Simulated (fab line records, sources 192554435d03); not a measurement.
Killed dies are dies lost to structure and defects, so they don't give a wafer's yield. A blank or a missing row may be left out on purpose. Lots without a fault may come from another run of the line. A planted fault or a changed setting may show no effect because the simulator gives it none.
Problem report in the 8D (eight disciplines) form, filled by code | flow n5_finfet | the parts of the form that need people (team, actions taken, sign-off) are left out
Where a reading is given only as a bound, like >300, the bound stands for it, and a mean or a difference that rests on one is marked > or <: the true number lies beyond.

1. THE PROBLEM
raw_defect_count at N5_PASSIVATION_INSPECT_64 reads a mean of >300 on 6 wafers of 2 lots; wafers without a fault read 2.0 with a standard deviation of 1.4. That is +99 or more standard deviations from the usual mean.
The step: inspects for defects (macro).
First seen on wafer L304.1, day 13 21:57, on defect_inspect-02. The record holds 33 wafers of 11 lots with a number at this step. Rule for "out", or "out of limits": more than 4 standard deviations from the usual mean. The other wafers with a number count as sound.

2. WHAT IT IS AND WHAT IT IS NOT
question                    | is                     | is not
which readings at this step | raw_defect_count       | -
which lots                  | L304, L308             | L295, L298, L301, L303, L312, L313, L314, L317, L318
which wafers of those lots  | all that have a number | -
read on which gauges        | defect_inspect-02      | defect_inspect-01
when                        | from day 13 21:57      | up to then (9 sound wafers); but 18 sound wafers of L303, L312, L313, L314, L317, L318 came after

3. SUSPECTS, AND WHAT RULES EACH OUT
Counting: a tool at a process step up to the reading stays a suspect if it ran every lot that is out and no sound lot after the first of them.
- the gauge at N5_PASSIVATION_INSPECT_64: ruled out. All the wafers that are out were read on defect_inspect-02, but those of them that N5_PASSIVATION_PROBE_49 has rows for are out there too, on other tools.
- pvd_sputter-01 at N5_PASSIVATION_AL_DEP_21 (deposits Al, target thk 2800 nm, time 170 s): ruled out as a lasting fault. Sound lots L318 ran on it after its first lot that is out, L304 (day 13 21:18).
Left after counting: nothing in the record.

4. THE CAUSE (what the simulator had put in)
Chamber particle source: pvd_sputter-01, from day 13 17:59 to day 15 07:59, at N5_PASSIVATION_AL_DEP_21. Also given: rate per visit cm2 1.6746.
Counting ruled it out, wrongly: the rule takes a fault to strike every lot that its tool runs from its start on, and this one did not.

5. THE CHAIN OF EFFECTS, in route order
Each row: a reading whose mean over the struck wafers that have a number lies more than 3 standard deviations from the usual. Only readings for which the record gives a usual standard deviation are gone through. hours: the time from each lot's start at the first step in this table that gives one to its start at this step, as a median over the lots. sigmas: the change in usual standard deviations.
hours | step                      | reading              | usual  | on struck wafers | change | sigmas
0     | N5_PASSIVATION_INSPECT_64 | raw_defect_count     | 2.0    | >300             | >+298  | +99 or more
5     | N5_PASSIVATION_PROBE_49   | defect_limited_yield | 91.1 % | 84.1             | -7.0   | -5.4
5     | N5_PASSIVATION_PROBE_49   | killed_at_other      | 2.9    | 94.8             | +91.9  | +35
5     | N5_PASSIVATION_PROBE_49   | killed_dies          | 105    | 188              | +83    | +5.5
5     | N5_PASSIVATION_PROBE_49   | killed_on_rim        | 14     | 28               | +14    | +4.0
5     | N5_PASSIVATION_PROBE_49   | sort_bin_5_function  | 5.3 %  | 9.6              | +4.3   | +5.6
5     | N5_PASSIVATION_PROBE_49   | sort_n_pass          | 1075   | 992              | -83    | -5.5
5     | N5_PASSIVATION_PROBE_49   | sort_yield_pct       | 91.1 % | 84.1             | -7.0   | -5.4
The process steps in it:
- N5_PASSIVATION_PROBE_49

6. WHAT WOULD HAVE CAUGHT IT SOONER
In this record the first reading out of limits at a measuring or inspecting step was taken at day 13 21:57, 4 hours after the fault began at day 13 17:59.
Of the tool readings at N5_PASSIVATION_AL_DEP_21 for which the record gives a usual standard deviation, none was out on any struck wafer, so an alarm limit of 4 standard deviations on them would not have fired.
